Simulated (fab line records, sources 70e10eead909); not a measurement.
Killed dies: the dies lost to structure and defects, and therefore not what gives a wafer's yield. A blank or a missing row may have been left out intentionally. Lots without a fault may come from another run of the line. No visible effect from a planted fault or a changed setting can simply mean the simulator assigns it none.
The tool behind it: which one? | flow nand harc | 7 lots (21 wafers sampled), 1 step of a 1302-step route

== WHAT EACH GAUGE READ, for each wafer ==
NHARC_P_GATE_INSPECT_68.
lot  | measured     | on                | raw defect count
L810 | day 6 13:47  | defect inspect-02 | 124 183 177
L815 | day 8 19:02  | defect inspect-02 | 207 291 253
L823 | day 12 01:02 | defect inspect-01 | 180 290 243
L824 | day 12 23:17 | defect inspect-01 | 192 222 336
L826 | day 13 15:03 | defect inspect-02 | 270 404 259
L829 | day 14 18:58 | defect inspect-02 | 265 182 112
L831 | day 15 15:49 | defect inspect-01 | 183 337 260

== EACH LOT AND THE TOOL THAT RAN IT (in order: tool; ch and the chambers of the sampled wafers; start) ==
There is no process step in the record ahead of these readings.

== THE ANSWER, worked out from the rows above alone ==
Rule: the lots themselves supply what counts as usual. Put in order of their means at a reading, lots are off if they are a third of the lots or fewer, leave a main group of 4 or more, and stand apart from it by a gap of 3 or more times the standard deviation of the main group's means; of several such gaps the widest counts. Not used: any main group whose means are identical at the precision the tables above print for the reading. A lot without any number at a reading at which 4 lots or more have one is off too. Any other lot the step has rows for is counted as sound.
No lot is off on any of the readings shown, so nothing can be concluded from this.

== WHAT THE SIMULATOR PUT IN ==
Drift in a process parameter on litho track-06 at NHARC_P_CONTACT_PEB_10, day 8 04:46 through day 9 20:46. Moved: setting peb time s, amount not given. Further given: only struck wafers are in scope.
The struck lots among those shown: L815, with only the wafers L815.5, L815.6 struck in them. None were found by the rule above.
